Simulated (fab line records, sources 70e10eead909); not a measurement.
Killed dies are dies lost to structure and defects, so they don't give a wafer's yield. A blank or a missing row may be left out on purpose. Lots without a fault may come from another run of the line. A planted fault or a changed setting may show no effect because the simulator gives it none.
Which tool did it? | flow nand_harc | 6 lots, 18 wafers sampled, at 1 step of a route of 1159

WHAT THE GAUGES READ, wafer by wafer
NHARC_A_ONON_D1_THK_MEAS_14: measures by ellipsometry.
lot  | measured     | on            | thk_nm (nm)
L541 | day 8 06:05  | film_metro-02 | 1003 1001 1004
L542 | day 8 15:59  | film_metro-02 | 976 976 978
L551 | day 11 12:06 | film_metro-02 | 1000 998 999
L554 | day 11 23:58 | film_metro-02 | 1007 1007 1007
L556 | day 12 00:04 | film_metro-02 | 1016 1018 1014
L560 | day 12 23:31 | film_metro-02 | 1004 1007 1008

WHICH TOOL RAN EACH LOT (tool, then ch and the chambers of the sampled wafers, then the start)
The record holds no process step before these readings.

THE ANSWER, worked out from the rows above alone
Rule: what is usual is taken from the lots themselves. Put in order of their means at a reading, lots are off if they are a third of the lots or fewer, leave a main group of 4 or more, and stand apart from it by a gap of 3 or more times the standard deviation of the main group's means; of several such gaps the widest counts. A main group whose means are all the same, to the digits that the tables above print for the reading, isn't used. A lot without any number at a reading at which 4 lots or more have one is off too. The other lots that the step has rows for count as sound.
Off: L542, at NHARC_A_ONON_D1_THK_MEAS_14 (thk_nm). The main group: mean 1006 nm, standard deviation 5.7.
A tool fits if, at a process step before that reading, it ran every lot that is off, and no sound lot after the first of them. The gauges at NHARC_A_ONON_D1_THK_MEAS_14 are tried like those tools. None of those tried fits.

WHAT THE SIMULATOR HAD PUT IN
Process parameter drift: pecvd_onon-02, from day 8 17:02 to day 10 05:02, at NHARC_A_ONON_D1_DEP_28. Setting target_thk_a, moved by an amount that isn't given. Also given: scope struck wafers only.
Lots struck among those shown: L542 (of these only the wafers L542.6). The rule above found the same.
